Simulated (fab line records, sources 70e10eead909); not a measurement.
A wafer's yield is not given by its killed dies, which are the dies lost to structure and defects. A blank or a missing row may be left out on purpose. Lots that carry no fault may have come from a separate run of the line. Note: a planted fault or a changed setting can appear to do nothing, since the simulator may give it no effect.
Matching of chambers || flow nand-harc || NHARC_P_CONTACT_ALD_22 on ald-metal-01 has 4 sister chambers
The step deposits TiN, target thk 3 nm, pulse time 1 s, ald cycles 150. 4 wafers are shown with their chamber, then 8 later ones without.

## EACH WAFER AND ITS CHAMBER
{"wafer": "L244.2", "chamber": 0, "heater-power-w (W)": 1024}
{"wafer": "L248.5", "chamber": 1, "heater-power-w (W)": 1053}
{"wafer": "L248.6", "chamber": 2, "heater-power-w (W)": 944}
{"wafer": "L250.2", "chamber": 3, "heater-power-w (W)": 1026}

## WAFERS MISSING THEIR CHAMBER
{"wafer": "L250.5", "heater-power-w (W)": 1062}
{"wafer": "L250.6", "heater-power-w (W)": 1028}
{"wafer": "L257.1", "heater-power-w (W)": 944}
{"wafer": "L257.2", "heater-power-w (W)": 1026}
{"wafer": "L257.5", "heater-power-w (W)": 1050}
{"wafer": "L259.3", "heater-power-w (W)": 1034}
{"wafer": "L259.5", "heater-power-w (W)": 1043}
{"wafer": "L259.6", "heater-power-w (W)": 961}

## THE CHAMBER EACH PASSED THROUGH
{"wafer": "L250.5", "from the rows above": 1, "in truth": 1}
{"wafer": "L250.6", "from the rows above": "can't be placed: 3 or 0", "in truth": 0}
{"wafer": "L257.1", "from the rows above": 2, "in truth": 2}
{"wafer": "L257.2", "from the rows above": "can't be placed: 3 or 0", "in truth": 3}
{"wafer": "L257.5", "from the rows above": 1, "in truth": 1}
{"wafer": "L259.3", "from the rows above": "can't be placed: 3 or 0 or 1", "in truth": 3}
{"wafer": "L259.5", "from the rows above": "can't be placed: 1 or 3 or 0", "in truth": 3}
{"wafer": "L259.6", "from the rows above": 2, "in truth": 2}
4 of 8 placed correctly. Not placeable from these rows: 4 (in 4, the candidates include the true chamber). Placed wrongly: 0.
How it was worked out, from the rows above alone: a wafer's distance from a chamber is the root of the sum, over the readings, of the square of ((its reading less the chamber's mean) divided by the reading's scatter). If the next closest chamber is less than 2 further off than the closest, the wafer can't be placed; otherwise it belongs to the closest. A chamber's mean is the mean of its shown wafers. The scatter: with one shown wafer a chamber, the root of the mean of the squares of how far each hidden wafer lies from its nearest shown one.
